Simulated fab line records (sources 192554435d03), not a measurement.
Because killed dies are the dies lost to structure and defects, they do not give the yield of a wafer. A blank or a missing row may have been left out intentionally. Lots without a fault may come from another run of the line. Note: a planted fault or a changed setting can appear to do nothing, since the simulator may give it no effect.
fab line records	flow n5Finfet
record lots=24	wafers=72	lastDay=21
route steps=1938 shown BEOL_M8@1333 BEOL_M9@1421
lots that met no fault: from a run of the same line without faults
startH: hours from the record's first day to the start of the lot's first wafer shown	waitH: time in hours since the lot's previous step	" unchanged from the row above	L1.1+2: several wafers, shown together as one row	- no value, or no start given	* or withheld: withheld	< > ~ a bound
route shown NAME@n: names a module that has steps shown in the file, with the first one's number in the route	usual: average and standard deviation across the fault-free wafers	same: alike in all rows	chamber/n: place in a boat	sites: readings site by site	_std_site: standard deviation of those values	_edge_site: mean of outer sites minus mean of inner sites	radiusMm: how far each site lies from the wafer's centre	mask NAME#n: copy n	behind: the last tool/chamber to shape the wafer	hold: reason for holding the lot/hours on hold/outcome of the hold	device: whichever transistor did not switch (one of n, p or np)	end of line: the route-end tests of the same wafers	for a step that has no rows: nothing shown but its recipe	killed: not the wafer's yield, but the dies lost to structure and defects at the first sort	map: the dies of a wafer, with x for killed, . for not killed, _ for no die there
set.NAME: the run value of the setting; set.NAME@STEP: its run value at that earlier step	model.NAME: the simulator's own value behind a step, which no gauge read
route steps across a sampled set of lots; one table per step, one row per wafer
services: when a tool's chamber went out of use (startH, in hours from the record's first day, below 0 if earlier), for how many hours, and the reason
## steps
# step N5_BEOL_M8_CURE_74
# recipe tempC=385	timeS=240	ambient=He/Ar	material=SiCOH_lowk
# usual lampPowerPct=52.32/0.059	wafer_temp_C_max=386.6/0.55
lot.wafer	tool	chamber	startH	waitH	lampPowerPct	wafer_temp_C_max
L076.2	uvCure-01	0	302.44	0.2	52.26	386.3
L076.5	"	0	"	"	52.34	386.2
L076.6	"	0	"	"	52.27	387.1
L074.3	uvCure-02	2	305.36	0.2	52.42	386.6
L074.4	"	2	"	"	52.35	386.3
L074.5	"	2	"	"	52.34	386.8
L075.1	uvCure-02	2	306.71	0.0	52.28	386.7
L075.4	"	2	"	"	52.35	386.7
L075.5	"	2	"	"	52.26	387.3
L077.2	uvCure-03	0	309.62	0.1	52.25	387.2
L077.3	"	0	"	"	52.33	386.8
L077.6	"	0	"	"	52.31	386.9
L079.2	uvCure-01	2	309.83	0.3	52.34	386.2
L079.3	"	2	"	"	52.44	386.1
L079.4	"	2	"	"	52.33	385.8
L078.1	uvCure-02	0	310.16	0.1	52.27	386.6
L078.4	"	0	"	"	52.23	386.5
L078.6	"	0	"	"	52.41	387.1
L081.1	uvCure-01	1	329.05	0.0	52.33	388.8
L081.2	"	1	"	"	52.37	387.9
L081.6	"	1	"	"	52.31	387.4
L080.2	uvCure-01	2	335.70	0.1	52.18	385.5
L080.4	"	2	"	"	52.31	385.9
L080.5	"	2	"	"	52.35	385.4
L083.1	uvCure-02	1	338.83	0.0	52.35	386.9
L083.2	"	1	"	"	52.32	387.3
L083.5	"	1	"	"	52.25	386.3
L082.1	uvCure-01	0	340.23	0.0	52.36	386.6
L082.3	"	0	"	"	52.26	386.7
L082.6	"	0	"	"	52.29	386.6
L085.2	uvCure-01	2	345.15	0.1	52.42	386.1
L085.3	"	2	"	"	52.27	385.9
L085.6	"	2	"	"	52.24	386.1
L084.1	uvCure-02	1	352.61	0.0	52.29	386.6
L084.3	"	1	"	"	52.34	386.5
L084.5	"	1	"	"	52.35	386.8
L086.3	uvCure-01	0	355.72	0.2	52.32	386.7
L086.5	"	0	"	"	52.33	387.6
L086.6	"	0	"	"	52.32	387.0
L089.1	uvCure-02	0	375.01	0.1	52.21	386.9
L089.2	"	0	"	"	52.33	387.1
L089.5	"	0	"	"	52.28	386.9
L091.3	uvCure-03	2	376.70	0.4	52.42	385.8
L091.4	"	2	"	"	52.37	386.3
L091.6	"	2	"	"	52.37	386.1
L088.1	uvCure-03	0	382.69	0.0	52.30	386.7
L088.5	"	0	"	"	52.22	386.8
L088.6	"	0	"	"	52.32	386.8
L087.1	uvCure-02	2	383.18	0.0	52.40	386.1
L087.2	"	2	"	"	52.34	386.6
L087.6	"	2	"	"	52.19	386.3
L092.3	uvCure-03	1	387.47	0.2	52.32	386.3
L092.5	"	1	"	"	52.34	386.2
L092.6	"	1	"	"	52.35	386.9
L090.2	uvCure-02	2	389.27	0.1	52.27	385.6
L090.3	"	2	"	"	52.37	386.7
L090.6	"	2	"	"	52.20	386.7
L093.1	uvCure-01	2	408.33	0.0	52.39	386.7
L093.3	"	2	"	"	52.28	386.6
L093.6	"	2	"	"	52.31	386.3
L094.1	uvCure-01	0	416.33	0.0	52.24	386.2
L094.3	"	0	"	"	52.31	386.3
L094.4	"	0	"	"	52.31	386.5
L095.1	uvCure-02	0	421.21	0.0	52.29	386.7
L095.3	"	0	"	"	52.48	387.1
L095.6	"	0	"	"	52.37	387.2
L096.1	uvCure-02	0	422.17	0.3	52.25	386.2
L096.5	"	0	"	"	52.27	386.4
L096.6	"	0	"	"	52.29	386.8
L097.2	uvCure-01	0	432.40	0.9	52.24	386.6
L097.3	"	0	"	"	52.20	386.2
L097.6	"	0	"	"	52.27	386.4
# step N5_BEOL_M8_HM_OPEN_17
# recipe chemistry=Cl2/BCl3	targetDepthA=200	overetchA=60	target=TiN	maskMaterial=SOC	ionEnergyEv=150	pressureMtorr=10	icpW=1000	biasW=126	Cl2_flow_sccm=53.25	bcl3FlowSccm=21.75	Ar_flow_sccm=25
# usual drypumpMotorCurrentA=6.0/0.47	oesProductAu=0.66/0.073	throttleValvePct=22.0/0.33
lot.wafer	tool	chamber	startH	waitH	drypumpMotorCurrentA	oesProductAu	rfHoursCounterH	throttleValvePct
L076.2	rieMetal-02	0	306.19	0.1	5.4	0.64	51	22.1
L076.5	"	1	"	"	5.4	0.56	-	22.5
L076.6	"	0	"	"	5.4	0.64	-	22.1
L074.3	rieMetal-02	0	307.33	0.1	5.4	0.64	-	22.1
L074.4	"	1	"	"	5.4	0.58	-	22.5
L074.5	"	1	"	"	5.4	0.57	-	22.5
L075.1	rieMetal-01	1	310.71	0.6	6.3	0.58	92	22.0
L075.4	"	1	"	"	6.3	0.59	-	22.0
L075.5	"	0	"	"	6.4	0.66	-	21.5
L077.2	rieMetal-01	0	315.58	2.3	6.4	0.65	43	21.5
L077.3	"	0	"	"	6.4	0.66	-	21.5
L077.6	"	1	"	"	6.3	0.58	-	22.1
L078.1	rieMetal-03	0	315.58	1.4	5.7	0.66	44	22.1
L078.4	"	1	"	"	6.5	0.79	-	21.7
L078.6	"	1	"	"	6.5	0.80	-	21.7
L079.2	rieMetal-02	1	315.58	2.1	5.4	0.57	104	22.5
L079.3	"	0	"	"	5.4	0.64	-	22.1
L079.4	"	1	"	"	5.5	0.56	-	22.5
L081.1	rieMetal-01	0	331.18	0.0	6.4	0.64	44	21.5
L081.2	"	1	"	"	6.3	0.58	94	22.0
L081.6	"	0	"	"	6.4	0.65	-	21.5
L080.2	rieMetal-02	0	338.22	0.1	5.4	0.63	-	22.1
L080.4	"	0	"	"	5.4	0.64	-	22.1
L080.5	"	0	"	"	5.4	0.64	-	22.1
L083.1	rieMetal-01	0	340.78	0.0	6.4	0.65	45	21.5
L083.2	"	1	"	"	6.3	0.58	95	22.1
L083.5	"	1	"	"	6.3	0.58	-	22.1
L082.1	rieMetal-03	1	343.28	0.0	6.5	0.78	6	21.7
L082.3	"	1	"	"	6.5	0.78	-	21.7
L082.6	"	1	"	"	6.5	0.77	-	21.7
L085.2	rieMetal-03	0	348.43	0.0	5.7	0.66	45	22.1
L085.3	"	1	"	"	6.5	0.78	-	21.7
L085.6	"	0	"	"	5.7	0.65	-	22.1
L084.1	rieMetal-03	1	354.77	0.0	6.5	0.78	7	21.7
L084.3	"	0	"	"	5.7	0.66	-	22.1
L084.5	"	1	"	"	6.5	0.78	-	21.7
L086.3	rieMetal-02	0	359.82	0.1	5.4	0.63	-	22.1
L086.5	"	0	"	"	5.4	0.63	-	22.1
L086.6	"	0	"	"	5.4	0.64	-	22.1
L089.1	rieMetal-01	1	378.47	0.0	6.3	0.58	98	22.1
L089.2	"	0	"	"	6.4	0.64	49	21.5
L089.5	"	1	"	"	6.3	0.57	-	22.1
L091.3	rieMetal-02	0	379.13	0.1	5.4	0.62	-	22.1
L091.4	"	1	"	"	5.5	0.84	-	22.6
L091.6	"	1	"	"	5.5	0.84	-	22.6
L088.1	rieMetal-01	1	385.96	0.0	6.3	0.57	100	22.1
L088.5	"	0	"	"	6.4	0.64	-	21.5
L088.6	"	1	"	"	6.3	0.56	-	22.1
L087.1	rieMetal-01	0	386.15	0.0	6.4	0.65	50	21.5
L087.2	"	1	"	"	6.3	0.57	100	22.1
L087.6	"	0	"	"	6.4	0.65	-	21.5
L092.3	rieMetal-03	1	390.04	0.1	6.5	0.77	-	21.7
L092.5	"	0	"	"	5.7	0.66	-	22.1
L092.6	"	1	"	"	6.5	0.78	-	21.7
L090.2	rieMetal-02	1	392.36	0.1	5.5	0.79	2	22.6
L090.3	"	1	"	"	5.4	0.79	-	22.6
L090.6	"	0	"	"	5.4	0.61	-	22.1
L093.1	rieMetal-01	0	412.33	0.0	6.4	0.63	53	21.5
L093.3	"	0	"	"	6.4	0.63	-	21.5
L093.6	"	0	"	"	6.4	0.64	-	21.5
L094.1	rieMetal-02	0	418.33	0.0	5.4	0.61	68	22.1
L094.3	"	0	"	"	5.4	0.61	-	22.1
L094.4	"	1	"	"	5.4	0.76	-	22.6
L095.1	rieMetal-03	1	424.14	0.0	6.6	0.75	11	21.7
L095.3	"	1	"	"	6.5	0.76	-	21.7
L095.6	"	1	"	"	6.5	0.75	-	21.7
L096.1	rieMetal-03	1	424.95	0.0	6.5	0.75	11	21.7
L096.5	"	1	"	"	6.5	0.74	-	21.7
L096.6	"	0	"	"	5.7	0.65	-	22.1
L097.2	rieMetal-03	0	436.20	0.0	5.7	0.65	50	22.1
L097.3	"	0	"	"	5.7	0.66	-	22.1
L097.6	"	1	"	"	6.5	0.75	-	21.7
# step N5_BEOL_M8_INSPECT_30
# recipe mode=adi	inspectInstrument=brightfield
# usual rawDefectCount=383/78
lot.wafer	tool	chamber	startH	waitH	rawDefectCount
L076.2	defectInspect-01	-	307.24	0.0	383
L076.5	"	-	"	"	528
L076.6	"	-	"	"	303
L074.3	defectInspect-01	-	308.07	0.0	452
L074.4	"	-	"	"	565
L074.5	"	-	"	"	386
L075.1	defectInspect-02	-	311.40	0.1	373
L075.4	"	-	"	"	336
L075.5	"	-	"	"	310
L078.1	defectInspect-02	-	318.13	0.1	470
L078.4	"	-	"	"	397
L078.6	"	-	"	"	384
L077.2	defectInspect-01	-	318.18	0.1	293
L077.3	"	-	"	"	427
L077.6	"	-	"	"	314
L079.2	defectInspect-02	-	321.08	0.0	404
L079.3	"	-	"	"	352
L079.4	"	-	"	"	328
L081.1	defectInspect-02	-	331.91	0.1	386
L081.2	"	-	"	"	388
L081.6	"	-	"	"	331
L080.2	defectInspect-01	-	341.91	0.0	583
L080.4	"	-	"	"	368
L080.5	"	-	"	"	459
L083.1	defectInspect-01	-	342.09	0.1	376
L083.2	"	-	"	"	570
L083.5	"	-	"	"	400
L082.1	defectInspect-01	-	346.50	0.1	347
L082.3	"	-	"	"	330
L082.6	"	-	"	"	348
L085.2	defectInspect-02	-	349.73	0.0	302
L085.3	"	-	"	"	418
L085.6	"	-	"	"	281
L084.1	defectInspect-02	-	358.18	0.1	412
L084.3	"	-	"	"	403
L084.5	"	-	"	"	419
L086.3	defectInspect-01	-	361.03	0.0	352
L086.5	"	-	"	"	442
L086.6	"	-	"	"	419
L089.1	defectInspect-01	-	379.29	0.1	341
L089.2	"	-	"	"	338
L089.5	"	-	"	"	371
L091.3	defectInspect-02	-	379.71	0.0	360
L091.4	"	-	"	"	356
L091.6	"	-	"	"	443
L088.1	defectInspect-01	-	387.79	0.1	446
L088.5	"	-	"	"	514
L088.6	"	-	"	"	477
L087.1	defectInspect-01	-	387.84	0.1	418
L087.2	"	-	"	"	524
L087.6	"	-	"	"	548
L092.3	defectInspect-02	-	390.83	0.0	206
L092.5	"	-	"	"	302
L092.6	"	-	"	"	326
L090.2	defectInspect-02	-	394.39	0.0	267
L090.3	"	-	"	"	266
L090.6	"	-	"	"	311
L093.1	defectInspect-02	-	413.19	0.1	383
L093.3	"	-	"	"	431
L093.6	"	-	"	"	391
L094.1	defectInspect-02	-	419.25	0.1	311
L094.3	"	-	"	"	444
L094.4	"	-	"	"	462
L095.1	defectInspect-02	-	424.78	0.1	525
L095.3	"	-	"	"	375
L095.6	"	-	"	"	352
L096.1	defectInspect-01	-	427.10	0.1	287
L096.5	"	-	"	"	236
L096.6	"	-	"	"	311
L097.2	defectInspect-01	-	437.29	0.0	541
L097.3	"	-	"	"	478
L097.6	"	-	"	"	450
# step N5_BEOL_M8_ETCH_66
# recipe chemistry=N2/H2	target=SOC	targetDepthA=800	overetchA=160	maskMaterial=SiARC	tempC=40	timeS=120	ionEnergyEv=200	pressureMtorr=30	sourceW=840	biasW=150	n2FlowSccm=200	h2FlowSccm=200
# usual drypumpMotorCurrentA=6.0/0.4	oesProductAu=0.62/0.059	rfVppV=524.7/2.3	showerheadPlenumPTorr=2.58/0.079	throttleValvePct=17.77/0.26
lot.wafer	tool	chamber	startH	waitH	drypumpMotorCurrentA	oesProductAu	rfHoursCounterH	rfVppV	showerheadPlenumPTorr	throttleValvePct
L076.2	rieDiel-01	0	307.79	0.0	6.2	0.59	129	526.8	2.69	18.07
L076.5	"	2	"	"	5.6	0.54	-	521.8	2.52	17.78
L076.6	"	3	"	"	6.5	0.54	-	522.9	2.51	17.66
L074.3	rieDiel-01	1	309.22	0.0	5.9	0.68	21	523.1	2.48	17.77
L074.4	"	0	"	"	6.2	0.60	130	526.7	2.69	18.07
L074.5	"	1	"	"	6.0	0.68	-	522.1	2.48	17.77
L075.1	rieDiel-05	1	312.27	0.0	6.2	0.63	69	527.8	2.70	18.11
L075.4	"	0	"	"	5.7	0.59	106	528.2	2.65	17.36
L075.5	"	1	"	"	6.2	0.64	-	527.6	2.70	18.12
L078.1	rieDiel-05	0	318.60	0.0	5.7	0.59	109	526.7	2.64	17.38
L078.4	"	2	"	"	5.8	0.61	102	525.3	2.57	17.79
L078.6	"	0	"	"	5.7	0.59	-	527.4	2.64	17.36
L077.2	rieDiel-01	2	318.82	0.0	5.5	0.53	236	520.9	2.52	17.81
L077.3	"	1	"	"	5.9	0.67	24	522.1	2.48	17.77
L077.6	"	3	"	"	6.4	0.54	-	523.1	2.51	17.68
L079.2	rieDiel-04	3	321.19	0.0	5.7	0.76	2	525.7	2.59	17.47
L079.3	"	1	"	"	6.3	0.66	56	524.8	2.60	18.06
L079.4	"	2	"	"	5.7	0.57	152	524.2	2.53	17.71
L081.1	rieDiel-04	2	332.03	0.0	5.7	0.57	155	523.7	2.52	17.71
L081.2	"	0	"	"	5.1	0.68	30	520.3	2.50	17.78
L081.6	"	0	"	"	5.1	0.68	-	522.6	2.50	17.76
L080.2	rieDiel-05	0	342.02	0.0	5.7	0.58	118	525.4	2.64	17.39
L080.4	"	3	"	"	6.7	0.61	86	528.2	2.66	17.53
L080.5	"	3	"	"	6.7	0.61	-	527.5	2.66	17.52
L083.1	rieDiel-05	2	342.49	0.0	5.8	0.61	109	523.7	2.57	17.80
L083.2	"	3	"	"	6.7	0.61	87	528.4	2.66	17.52
L083.5	"	1	"	"	6.2	0.63	-	527.3	2.70	18.14
L082.1	rieDiel-04	2	347.41	0.0	5.7	0.57	159	522.4	2.52	17.73
L082.3	"	3	"	"	5.6	0.72	14	526.4	2.59	17.51
L082.6	"	1	"	"	6.3	0.65	-	522.7	2.60	18.08
L085.2	rieDiel-01	1	349.85	0.0	6.0	0.67	36	521.5	2.47	17.79
L085.3	"	2	"	"	5.6	0.53	248	522.0	2.51	17.82
L085.6	"	3	"	"	6.4	0.53	-	523.2	2.50	17.70
L084.1	rieDiel-01	0	358.43	0.0	6.2	0.58	148	526.7	2.68	18.10
L084.3	"	1	"	"	6.0	0.66	39	522.3	2.47	17.79
L084.5	"	0	"	"	6.2	0.58	-	527.2	2.68	18.11
L086.3	rieDiel-05	1	361.14	0.0	6.2	0.63	89	528.4	2.69	18.14
L086.5	"	2	"	"	5.8	0.61	-	524.9	2.56	17.79
L086.6	"	1	"	"	6.2	0.62	-	528.0	2.69	18.15
L089.1	rieDiel-01	2	379.48	0.0	5.6	0.74	1	521.1	2.51	17.45
L089.2	"	0	"	"	6.2	0.57	160	526.5	2.68	18.13
L089.5	"	1	"	"	5.9	0.64	-	521.8	2.47	17.82
L091.3	rieDiel-01	0	379.99	0.0	6.2	0.58	160	526.6	2.68	18.15
L091.4	"	2	"	"	5.5	0.74	-	522.7	2.51	17.46
L091.6	"	1	"	"	5.9	0.65	-	521.4	2.47	17.82
L088.1	rieDiel-04	3	388.08	0.0	5.7	0.69	28	526.1	2.58	17.54
L088.5	"	1	"	"	6.3	0.64	-	523.7	2.59	18.12
L088.6	"	2	"	"	5.7	0.56	-	522.3	2.52	17.73
L087.1	rieDiel-01	0	388.34	0.0	6.2	0.58	165	527.5	2.68	18.14
L087.2	"	2	"	"	5.6	0.72	6	523.6	2.51	17.47
L087.6	"	1	"	"	5.9	0.64	-	521.2	2.46	17.82
L092.3	rieDiel-01	2	391.05	0.0	5.5	0.71	8	523.7	2.51	17.46
L092.5	"	2	"	"	5.6	0.71	-	522.3	2.51	17.47
L092.6	"	1	"	"	5.9	0.64	-	522.5	2.46	17.82
L090.2	rieDiel-01	0	394.51	0.0	6.2	0.57	169	526.1	2.68	18.14
L090.3	"	2	"	"	5.5	0.71	10	522.1	2.51	17.47
L090.6	"	0	"	"	6.2	0.57	-	525.5	2.68	18.13
L093.1	rieDiel-05	2	413.30	0.0	5.8	0.59	136	523.6	2.55	17.84
L093.3	"	0	"	"	5.7	0.57	144	527.2	2.63	17.44
L093.6	"	3	"	"	6.7	0.59	-	527.3	2.65	17.56
L094.1	rieDiel-04	2	419.37	0.0	5.7	0.55	183	523.4	2.51	17.76
L094.3	"	3	"	"	5.7	0.67	39	524.5	2.58	17.56
L094.4	"	0	"	"	5.1	0.64	58	524.1	2.48	17.83
L095.1	rieDiel-01	3	424.95	0.0	6.4	0.74	6	521.5	2.50	17.37
L095.3	"	2	"	"	5.6	0.67	24	522.7	2.50	17.49
L095.6	"	2	"	"	5.6	0.68	-	521.1	2.50	17.50
L096.1	rieDiel-05	1	427.28	0.0	6.2	0.61	113	527.8	2.68	18.19
L096.5	"	0	"	"	5.7	0.56	-	525.8	2.63	17.44
L096.6	"	3	"	"	6.7	0.59	-	527.8	2.65	17.57
L097.2	rieDiel-05	3	437.52	0.0	6.7	0.59	121	526.3	2.64	17.59
L097.3	"	2	"	"	5.8	0.59	143	524.3	2.55	17.86
L097.6	"	1	"	"	6.2	0.59	-	527.7	2.68	18.20
# step N5_BEOL_M8_SURFACE_TREAT_79
# recipe gas=Ar	timeS=*	ionEnergyEv=*	ionCurrentMaCm2=0.5	pressureMtorr=*	arFlowSccm=30
# usual throttleValvePct=*
lot.wafer	tool	chamber	startH	waitH	throttleValvePct
L076.2	pvdSputter-03	-	309.21	0.2	*
L076.5	"	-	"	"	*
L076.6	"	-	"	"	*
L074.3	pvdSputter-03	-	312.01	0.2	*
L074.4	"	-	"	"	*
L074.5	"	-	"	"	*
L075.1	pvdSputter-02	-	313.73	0.4	*
L075.4	"	-	"	"	*
L075.5	"	-	"	"	*
L078.1	pvdSputter-02	-	322.21	0.5	*
L078.4	"	-	"	"	*
L078.6	"	-	"	"	*
L077.2	pvdSputter-02	-	322.25	0.4	*
L077.3	"	-	"	"	*
L077.6	"	-	"	"	*
L079.2	pvdSputter-03	-	322.89	0.4	*
L079.3	"	-	"	"	*
L079.4	"	-	"	"	*
L081.1	pvdSputter-02	-	333.77	0.3	*
L081.2	"	-	"	"	*
L081.6	"	-	"	"	*
L080.2	pvdSputter-02	-	343.49	0.2	*
L080.4	"	-	"	"	*
L080.5	"	-	"	"	*
L083.1	pvdSputter-01	-	344.18	0.2	*
L083.2	"	-	"	"	*
L083.5	"	-	"	"	*
L082.1	pvdSputter-01	-	349.28	0.4	*
L082.3	"	-	"	"	*
L082.6	"	-	"	"	*
L085.2	pvdSputter-02	-	351.19	0.2	*
L085.3	"	-	"	"	*
L085.6	"	-	"	"	*
L084.1	pvdSputter-01	-	360.06	0.3	*
L084.3	"	-	"	"	*
L084.5	"	-	"	"	*
L086.3	pvdSputter-03	-	362.65	0.2	*
L086.5	"	-	"	"	*
L086.6	"	-	"	"	*
L089.1	pvdSputter-03	-	381.05	0.2	*
L089.2	"	-	"	"	*
L089.5	"	-	"	"	*
L091.3	pvdSputter-03	-	381.63	0.2	*
L091.4	"	-	"	"	*
L091.6	"	-	"	"	*
L087.1	pvdSputter-01	-	390.40	0.7	*
L087.2	"	-	"	"	*
L087.6	"	-	"	"	*
L088.1	pvdSputter-01	-	390.44	0.7	*
L088.5	"	-	"	"	*
L088.6	"	-	"	"	*
L092.3	pvdSputter-03	-	392.77	0.4	*
L092.5	"	-	"	"	*
L092.6	"	-	"	"	*
L090.2	pvdSputter-01	-	396.50	0.2	*
L090.3	"	-	"	"	*
L090.6	"	-	"	"	*
L093.1	pvdSputter-01	-	415.18	0.2	*
L093.3	"	-	"	"	*
L093.6	"	-	"	"	*
L094.1	pvdSputter-03	-	421.10	0.2	*
L094.3	"	-	"	"	*
L094.4	"	-	"	"	*
L095.1	pvdSputter-02	-	428.05	0.3	*
L095.3	"	-	"	"	*
L095.6	"	-	"	"	*
L096.1	pvdSputter-03	-	428.90	0.2	*
L096.5	"	-	"	"	*
L096.6	"	-	"	"	*
L097.2	pvdSputter-03	-	439.28	0.5	*
L097.3	"	-	"	"	*
L097.6	"	-	"	"	*
# step N5_BEOL_M9_STRIP_67
# recipe chemistry=CF4	resist=SiARC	powerW=300	biasPowerW=75	pressureMtorr=50	cf4FlowSccm=150	rfFrequencyHz=6e+07
# usual drypumpMotorCurrentA=5.6/0.4	oesProductAu=0.79/0.08	rfVppV=271.1/1.6	showerheadPlenumPTorr=1.80/0.067	throttleValvePct=13.6/0.32
lot.wafer	tool	chamber	startH	waitH	drypumpMotorCurrentA	oesProductAu	rfHoursCounterH	rfVppV	showerheadPlenumPTorr	throttleValvePct
L076.2	rieDiel-02	0	313.01	0.0	5.8	0.79	112	269.1	1.75	13.7
L076.5	"	2	"	"	5.8	0.69	-	269.8	1.71	14.1
L076.6	"	1	"	"	4.8	0.74	-	267.7	1.80	13.9
L074.3	rieDiel-03	2	316.43	0.0	6.0	0.68	235	268.8	1.69	13.4
L074.4	"	0	"	"	5.3	0.87	29	271.5	1.77	13.6
L074.5	"	3	"	"	6.4	0.74	-	271.7	1.80	13.7
L075.1	rieDiel-06	1	319.42	0.0	5.6	0.74	176	269.5	1.72	14.0
L075.4	"	0	"	"	5.7	0.88	46	271.3	1.77	13.2
L075.5	"	3	"	"	5.4	0.90	-	273.1	1.91	13.7
L078.1	rieDiel-02	2	327.44	0.0	5.9	0.68	229	269.2	1.71	14.1
L078.4	"	2	"	"	5.8	0.69	-	268.6	1.71	14.1
L078.6	"	1	"	"	4.8	0.74	-	269.6	1.80	13.9
L077.2	rieDiel-02	1	327.98	0.0	4.8	0.74	192	271.5	1.80	13.9
L077.3	"	3	"	"	5.4	0.80	82	273.9	1.89	13.3
L077.6	"	3	"	"	5.4	0.81	-	272.9	1.89	13.4
L079.2	rieDiel-03	3	327.98	0.0	6.4	0.73	174	272.9	1.80	13.7
L079.3	"	0	"	"	5.2	0.86	33	269.0	1.77	13.6
L079.4	"	2	"	"	6.0	0.68	239	269.2	1.69	13.4
L081.1	rieDiel-06	3	338.16	0.0	5.3	0.90	40	271.8	1.91	13.7
L081.2	"	0	"	"	5.7	0.88	53	270.7	1.77	13.2
L081.6	"	3	"	"	5.4	0.88	-	273.3	1.91	13.7
L080.2	rieDiel-06	3	347.68	0.0	5.3	0.88	44	273.1	1.91	13.7
L080.4	"	1	"	"	5.6	0.74	-	269.8	1.71	14.0
L080.5	"	3	"	"	5.4	0.87	-	272.6	1.91	13.7
L083.1	rieDiel-06	0	348.13	0.0	5.7	0.87	58	268.8	1.76	13.2
L083.2	"	3	"	"	5.3	0.88	44	272.2	1.91	13.7
L083.5	"	0	"	"	5.7	0.87	-	269.9	1.76	13.2
L082.1	rieDiel-02	3	352.04	0.0	5.4	0.79	91	272.4	1.89	13.4
L082.3	"	0	"	"	5.8	0.77	124	270.4	1.74	13.7
L082.6	"	2	"	"	5.8	0.68	-	270.0	1.71	14.1
L085.2	rieDiel-03	0	354.90	0.0	5.2	0.84	43	268.8	1.77	13.6
L085.3	"	2	"	"	6.0	0.68	248	269.5	1.69	13.4
L085.6	"	2	"	"	6.0	0.68	-	271.0	1.69	13.5
L084.1	rieDiel-02	0	366.70	0.0	5.8	0.77	129	270.2	1.74	13.7
L084.3	"	3	"	"	5.4	0.78	96	273.5	1.89	13.4
L084.5	"	3	"	"	5.4	0.79	-	271.6	1.89	13.4
L086.3	rieDiel-03	3	367.45	0.0	6.5	0.73	187	271.5	1.80	13.7
L086.5	"	3	"	"	6.4	0.72	-	271.8	1.80	13.7
L086.6	"	0	"	"	5.2	0.84	-	270.1	1.77	13.6
L089.1	rieDiel-06	3	386.41	0.0	5.4	0.86	57	273.9	1.90	13.8
L089.2	"	2	"	"	5.8	0.69	229	272.9	1.83	13.4
L089.5	"	2	"	"	5.8	0.69	-	272.4	1.83	13.4
L091.3	rieDiel-06	2	386.66	0.0	5.8	0.70	230	271.5	1.83	13.4
L091.4	"	0	"	"	5.7	0.85	71	270.9	1.76	13.3
L091.6	"	2	"	"	5.8	0.70	-	271.7	1.83	13.4
L087.1	rieDiel-02	3	395.74	0.0	5.4	0.78	110	273.1	1.88	13.4
L087.2	"	1	"	"	4.8	0.72	209	271.4	1.79	13.9
L087.6	"	3	"	"	5.4	0.78	-	272.3	1.88	13.4
L088.1	rieDiel-02	3	396.34	0.0	5.4	0.77	110	271.8	1.88	13.4
L088.5	"	1	"	"	4.8	0.73	-	269.6	1.79	13.9
L088.6	"	0	"	"	5.8	0.76	-	270.2	1.74	13.7
L092.3	rieDiel-02	3	397.88	0.0	5.4	0.78	111	272.6	1.88	13.4
L092.5	"	3	"	"	5.4	0.77	-	272.0	1.88	13.4
L092.6	"	0	"	"	5.8	0.75	-	269.1	1.74	13.8
L090.2	rieDiel-03	0	399.87	0.0	5.2	0.82	59	271.0	1.77	13.6
L090.3	"	1	"	"	5.9	0.90	34	272.4	1.81	13.2
L090.6	"	0	"	"	5.2	0.82	-	269.7	1.77	13.6
L093.1	rieDiel-03	0	418.81	0.0	5.2	0.82	64	271.3	1.76	13.6
L093.3	"	2	"	"	6.0	0.93	10	272.5	1.89	12.9
L093.6	"	0	"	"	5.2	0.81	-	271.2	1.76	13.7
L094.1	rieDiel-03	0	425.39	0.0	5.2	0.81	65	269.8	1.76	13.7
L094.3	"	3	"	"	6.4	0.71	206	270.3	1.79	13.8
L094.4	"	1	"	"	5.9	0.89	41	272.8	1.81	13.2
L095.1	rieDiel-06	2	430.74	0.0	5.8	0.68	243	271.6	1.83	13.4
L095.3	"	3	"	"	5.4	0.85	70	273.6	1.90	13.8
L095.6	"	3	"	"	5.4	0.85	-	273.2	1.90	13.8
L096.1	rieDiel-02	1	433.03	0.0	4.8	0.72	222	272.2	1.79	14.0
L096.5	"	1	"	"	4.8	0.71	-	271.6	1.79	14.0
L096.6	"	0	"	"	5.8	0.74	-	271.0	1.73	13.8
L097.2	rieDiel-06	0	444.55	0.0	5.7	0.83	86	270.0	1.76	13.3
L097.3	"	1	"	"	5.7	0.71	215	269.8	1.71	14.1
L097.6	"	3	"	"	5.4	0.84	-	273.7	1.90	13.8
## services
tool	chamber	startH	hours	kind
rieDiel-02	2	283.39	7.7	repair
uvCure-02	-	287.07	1.0	pm
rieDiel-04	-	287.48	28.1	pm
rieDiel-01	1	310.36	2.1	repair
rieMetal-03	-	319.65	10.0	pm
rieMetal-03	0	331.83	12.2	repair
rieMetal-02	1	336.31	18.0	repair
rieDiel-04	2	339.41	7.8	repair
rieDiel-06	2	340.34	7.7	repair
uvCure-03	-	343.02	0.3	repair
rieDiel-01	2	354.43	-	clean
rieDiel-01	2	354.43	-	consumableReplace:focusRing
rieDiel-02	1	357.58	23.7	repair
rieDiel-02	-	358.10	0.8	repair
rieDiel-05	0	359.21	8.0	repair
rieMetal-01	-	373.24	0.2	repair
uvCure-01	-	373.82	22.2	pm
rieMetal-03	-	375.18	14.6	pm
uvCure-03	-	398.34	2.8	pm
uvCure-03	-	407.17	24.9	pm
pvdSputter-02	-	409.67	7.3	repair
rieDiel-05	-	410.63	0.9	repair
pvdSputter-01	-	426.95	3.4	repair
rieDiel-01	3	432.33	4.8	repair
## key
fault none
